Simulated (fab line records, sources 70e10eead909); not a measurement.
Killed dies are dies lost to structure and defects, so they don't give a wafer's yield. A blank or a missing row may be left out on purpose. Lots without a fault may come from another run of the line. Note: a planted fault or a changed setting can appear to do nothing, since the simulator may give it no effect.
Matching of chambers + flow nand_harc + NHARC_A_CHANNEL_FILL_D2_STRIP_28 on rie_diel-08 has 4 sister chambers
The step strips in O2, time 20 s. 8 wafers are shown with their chamber, then 8 later ones without.

## WAFERS, EACH WITH ITS CHAMBER
| wafer  | chamber | showerhead_plenum_p_Torr (Torr) | throttle_valve_pct (%) |
|--------|---------|---------------------------------|------------------------|
| L080.2 | 1       | 3.47                            | 17.029                 |
| L084.3 | 2       | 3.53                            | 17.025                 |
| L091.1 | 3       | 3.33                            | 17.042                 |
| L091.3 | 2       | 3.52                            | 17.032                 |
| L091.4 | 1       | 3.46                            | 17.039                 |
| L091.5 | 3       | 3.33                            | 17.049                 |
| L091.6 | 0       | 3.80                            | 17.037                 |
| L093.1 | 0       | 3.80                            | 17.047                 |

## WAFERS WITHOUT THEIR CHAMBER
| wafer  | showerhead_plenum_p_Torr (Torr) | throttle_valve_pct (%) |
|--------|---------------------------------|------------------------|
| L093.2 | 3.46                            | 17.035                 |
| L093.3 | 3.52                            | 17.029                 |
| L093.4 | 3.33                            | 17.020                 |
| L093.5 | 3.52                            | 17.022                 |
| L093.6 | 3.33                            | 17.037                 |
| L096.1 | 3.51                            | 17.034                 |
| L096.4 | 3.79                            | 17.032                 |
| L096.5 | 3.79                            | 17.045                 |

## WHICH CHAMBER EACH ONE RAN IN
| wafer  | from the rows above | in truth |
|--------|---------------------|----------|
| L093.2 | 1                   | 1        |
| L093.3 | 2                   | 2        |
| L093.4 | 3                   | 3        |
| L093.5 | 2                   | 2        |
| L093.6 | 3                   | 3        |
| L096.1 | 2                   | 2        |
| L096.4 | 0                   | 0        |
| L096.5 | 0                   | 0        |
8 of 8 placed correctly. Not placeable from these rows: 0. Placed wrongly: 0.
How it was worked out, from the rows above alone: a wafer's distance from a chamber is the root of the sum, over the readings, of the square of ((its reading less the chamber's mean) divided by the reading's scatter). The wafer belongs to the nearest chamber; if the next one is less than 2 further off, it can't be placed. The mean given for a chamber averages the wafers shown for that chamber. The scatter: take each reading less its chamber's mean, square it, sum over the shown wafers, divide by the number of wafers less the number of chambers, and take the root.
